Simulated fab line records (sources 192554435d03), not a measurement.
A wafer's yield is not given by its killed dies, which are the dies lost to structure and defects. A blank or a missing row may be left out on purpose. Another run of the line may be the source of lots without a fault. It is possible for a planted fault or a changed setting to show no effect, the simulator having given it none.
Matching of chambers	flow n5Finfet	N5_BEOL_M5_PRE_CLEAN_77 on cvdCo-02: 3 sister chambers
The step time 15 s. 24 wafers are shown with their chamber, then 12 later ones without.

== EACH WAFER AND ITS CHAMBER ==
wafer	chamber	heaterPowerW (W)
L078.3	2	89
L078.5	1	83
L078.6	2	92
L079.2	2	88
L079.3	1	82
L079.6	1	83
L081.1	1	80
L081.3	2	89
L081.6	1	80
L084.1	0	71
L084.4	0	71
L084.6	1	82
L085.2	0	69
L085.3	2	90
L085.4	1	81
L086.1	2	89
L086.2	0	71
L086.3	1	82
L089.3	1	82
L089.4	1	80
L089.6	2	89
L090.2	0	71
L090.4	2	89
L090.6	0	71

SIGNATURES, as means of the wafers listed above
reading	chamber 0	chamber 1	chamber 2	scatter within a chamber
heaterPowerW	70.67	81.50	89.38	1.11
Rule: distance of a wafer from a chamber = root of the sum over the readings of ((wafer's reading minus chamber's mean) / reading's scatter) squared. If the next closest chamber is less than 2 further off than the closest, the wafer can't be placed; otherwise it belongs to the closest. How the scatter is found: for the shown wafers, subtract from each reading the mean of its chamber, square and add these, divide the total by (wafers less chambers), then take the root.

== WAFERS WITH NO CHAMBER GIVEN ==
wafer	heaterPowerW (W)
L093.2	71
L093.4	69
L093.5	83
L096.1	79
L096.2	71
L096.3	91
L096.4	90
L096.5	80
L096.6	70
L097.2	72
L097.3	91
L097.5	89

== EACH ONE'S CHAMBER ==
wafer	from the rows above	in truth
L093.2	0	0
L093.4	0	0
L093.5	1	1
L096.1	1	1
L096.2	0	0
L096.3	2	2
L096.4	2	2
L096.5	1	1
L096.6	0	0
L097.2	0	0
L097.3	2	2
L097.5	2	2
12 of 12 placed correctly. Not placeable from these rows: 0. Placed wrongly: 0.
